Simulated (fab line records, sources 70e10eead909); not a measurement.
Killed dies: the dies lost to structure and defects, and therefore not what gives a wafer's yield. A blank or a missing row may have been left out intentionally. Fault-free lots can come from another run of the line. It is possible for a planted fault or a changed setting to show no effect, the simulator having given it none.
Matching of chambers	flow nand harc	3 sister chambers for NHARC_P_CONTACT_DEP_30 on pecvd-01
The step deposits SiNx, target thk 30 nm. 20 wafers are shown with their chamber, then 10 later ones without.

## WAFERS PAIRED WITH THEIR CHAMBERS
wafer	chamber	heater power w (W)	rf fwd power W (W)
L074.3	1	628	448.9
L074.4	2	810	448.0
L074.6	2	801	448.7
L076.2	0	707	450.3
L076.3	2	732	450.8
L076.6	1	697	449.0
L078.2	1	694	450.5
L078.5	1	679	448.4
L078.6	2	807	448.1
L081.1	2	890	450.6
L081.2	0	620	445.3
L081.5	1	642	447.4
L082.1	1	690	451.4
L082.2	0	675	446.9
L082.4	2	793	449.1
L083.1	1	663	448.9
L083.4	2	878	450.8
L083.5	0	677	448.3
L086.1	1	613	448.3
L086.2	0	702	449.8

SIGNATURES, as means of the wafers listed above
reading	chamber 0	chamber 1	chamber 2	scatter within a chamber
heater power w	676.20	663.25	815.86	41.5
rf fwd power W	448.120	449.100	449.443	1.49
Rule: a wafer lies at a distance from a chamber equal to the root of the sum of squares, over the readings, of (its reading less the chamber's mean, divided by the reading's scatter). The wafer belongs to the nearest chamber; if the next one is less than 2 further off, it can't be placed. How the scatter is found: for the shown wafers, subtract from each reading the mean of its chamber, square and add these, divide the total by (wafers less chambers), then take the root.

## WAFERS WHOSE CHAMBER IS MISSING
wafer	heater power w (W)	rf fwd power W (W)
L086.4	705	448.8
L088.3	822	449.1
L088.4	697	449.4
L088.6	817	449.1
L089.4	628	447.8
L089.5	811	448.3
L089.6	674	448.6
L095.2	645	450.4
L095.3	709	446.8
L095.4	642	450.4

## THE CHAMBER EACH PASSED THROUGH
wafer	from the rows above	in truth
L086.4	can't be placed: 0 or 1 or 2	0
L088.3	2	2
L088.4	can't be placed: 1 or 0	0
L088.6	2	2
L089.4	can't be placed: 0 or 1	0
L089.5	2	2
L089.6	can't be placed: 0 or 1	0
L095.2	can't be placed: 1 or 0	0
L095.3	can't be placed: 0 or 1 or 2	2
L095.4	can't be placed: 1 or 0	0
Placed correctly: 3 of 10. Not placeable from these rows: 7 (in 7, the candidates include the true chamber). Placed wrongly: 0.
